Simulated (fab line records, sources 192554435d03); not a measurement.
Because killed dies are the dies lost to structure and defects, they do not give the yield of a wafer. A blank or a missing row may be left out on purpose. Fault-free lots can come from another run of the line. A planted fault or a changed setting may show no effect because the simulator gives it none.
Chamber matching    flow n5_finfet    rie_diel-03 running N5_BEOL_M0_CUTY_ETCH_62: 4 sister chambers
The step etches SiARC in CF4, time 58.5 s. 4 wafers are shown with their chamber, then 9 later ones without.

EACH WAFER AND ITS CHAMBER
wafer   chamber  throttle_valve_pct (%)
L086.1  2        15.70
L086.3  0        16.06
L088.4  3        15.68
L088.5  1        15.58

WAFERS WHOSE CHAMBER IS MISSING
wafer   throttle_valve_pct (%)
L089.1  15.57
L089.4  15.72
L089.6  15.56
L092.2  15.58
L092.4  15.70
L092.5  15.72
L094.4  15.76
L094.5  15.73
L094.6  15.74

WHICH CHAMBER EACH WENT THROUGH
wafer    from the rows above       in truth
L089.1   1                         1
L089.4   can't be placed: 2 or 3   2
L089.6   1                         1
L092.2   1                         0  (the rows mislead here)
L092.4   can't be placed: 2 or 3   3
L092.5   can't be placed: 2 or 3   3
L094.4   can't be placed: 2 or 3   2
L094.5   can't be placed: 2 or 3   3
L094.6   can't be placed: 2 or 3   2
Correct placement for 2 of the 9. Not placeable from these rows: 6 (in 6, the candidates include the true chamber). Wrongly placed: 1.
How it was worked out, from the rows above alone: a wafer's distance from a chamber is the root of the sum, over the readings, of the square of ((its reading less the chamber's mean) divided by the reading's scatter). If the next closest chamber is less than 2 further off than the closest, the wafer can't be placed; otherwise it belongs to the closest. Each chamber's mean is taken over the wafers shown for it. The scatter: with one shown wafer a chamber, the root of the mean of the squares of how far each hidden wafer lies from its nearest shown one.
